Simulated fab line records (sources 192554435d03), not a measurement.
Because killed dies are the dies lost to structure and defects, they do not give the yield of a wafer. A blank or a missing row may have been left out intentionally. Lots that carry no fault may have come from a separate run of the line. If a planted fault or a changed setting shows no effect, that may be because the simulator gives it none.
Problem report, 8D (eight disciplines) form, completed by code	flow n5 finfet	the parts of the form that need people (team, actions taken, sign-off) are left out

1. PROBLEM STATEMENT
Wafers with no fault read 39 with a standard deviation of 11, whereas killed at front end at N5_PASSIVATION_PROBE_49 reads a mean of 189 on 1 wafer of 1 lot. Measured from the usual mean, that is +14 standard deviations.
Seen first at day 16 21:41 on prober-01, wafer L505.1. The record holds 3 wafers of 1 lot with a number at this step. Rule for "out" (also "out of limits"): further than 4 standard deviations from the usual mean. All remaining wafers that have a number are taken as sound.

2. WHAT IT IS, AND WHAT IT ISN'T
question	is	is not
which readings at this step	killed at front end, defect limited yield, killed dies, sort_bin_5_function, sort n pass, sort yield pct	killed_at_M4_up, killed at contacts, killed at other, killed open
which lots	L505	-
which wafers of those lots	L505.1	L505.4, L505.5
read on which tools	prober-01	-
when	from day 16 21:41	up to then (0 sound wafers); but 2 sound wafers of L505 came after

3. WHAT RULES OUT EACH SUSPECT
Counting: any tool at a process step up to the reading remains a suspect provided it ran every lot that is out. Sound lots after the first of them don't rule it out here, since some wafers of a struck lot are sound.
- wet bench-05 at N5_GATE_CUT_STRIP_29 (strips in post etch residue remover, time 60 s): kept. It ran the lot that is out, L505 (day 8 11:49).
- rie diel-02 at N5_PASSIVATION_PASS_ETCH_74 (etches SiNx in CF4/O2, target depth 220 nm, time 110 s): kept. It ran the lot that is out, L505 (day 16 15:00).
- rie diel-06 at N5_PASSIVATION_DESCUM_46 (chemistry O2, time 7.9 s): kept. It ran the lot that is out, L505 (day 16 18:38).
- prober-01 at N5_PASSIVATION_PROBE_49: kept. It ran the lot that is out, L505 (day 16 21:41). Its own readings are out on those wafers: defect limited yield, killed at front end, killed dies, sort_bin_5_function, sort n pass, sort yield pct.
- rie diel-02, N5_PASSIVATION_PASS_ETCH_74: wafers that are out in chamber 2, sound lot-mates in chambers 0, 1.
- rie diel-06, N5_PASSIVATION_DESCUM_46: wafers that are out in chamber 0, sound lot-mates in chambers 2, 3.
Left after counting: wet bench-05 at N5_GATE_CUT_STRIP_29, rie diel-02 at N5_PASSIVATION_PASS_ETCH_74, rie diel-06 at N5_PASSIVATION_DESCUM_46, prober-01 at N5_PASSIVATION_PROBE_49.

4. THE CAUSE (what the simulator had put in)
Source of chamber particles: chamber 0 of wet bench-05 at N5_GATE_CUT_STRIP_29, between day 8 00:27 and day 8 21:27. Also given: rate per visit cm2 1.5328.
This tool is one of the 4 suspects left after counting.

5. THE CHAIN OF EFFECTS, in route order
One row per reading whose mean, taken over the struck wafers that have a number, lies over 3 standard deviations from the usual. Scope: only readings with a usual standard deviation given in the record; hours: median across lots of the time from each lot's start at the first step in this table that gives one to its start at this step; sigmas: change in usual standard deviations.
hours	step	reading	usual	on struck wafers	change	sigmas
0	N5_PASSIVATION_PROBE_49	defect limited yield	91.1 %	76.4	-14.7	-10
0	N5_PASSIVATION_PROBE_49	killed_at_M0_to_M3	33	66	+33	+3.3
0	N5_PASSIVATION_PROBE_49	killed at front end	39	189	+150	+14
0	N5_PASSIVATION_PROBE_49	killed dies	105	278	+173	+11
0	N5_PASSIVATION_PROBE_49	killed short	34	58	+24	+3.1
0	N5_PASSIVATION_PROBE_49	sort_bin_5_function	5.2 %	14.4	+9.2	+10
0	N5_PASSIVATION_PROBE_49	sort_bin_6_memory	3.3 %	5.7	+2.4	+3.9
0	N5_PASSIVATION_PROBE_49	sort n pass	1075	902	-173	-11
0	N5_PASSIVATION_PROBE_49	sort yield pct	91.1 %	76.4	-14.7	-10
Here are the process steps it includes:
- N5_PASSIVATION_PROBE_49

6. WHAT WOULD HAVE CAUGHT IT SOONER
The fault began at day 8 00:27; the first out-of-limits reading in this record came at day 16 21:41, 213 hours later.
By day 16 21:41 the whole set of lots that are out, 1 in number, had already begun N5_GATE_CUT_STRIP_29 on wet bench-05. None of them would have been spared by holding the tool at that moment.
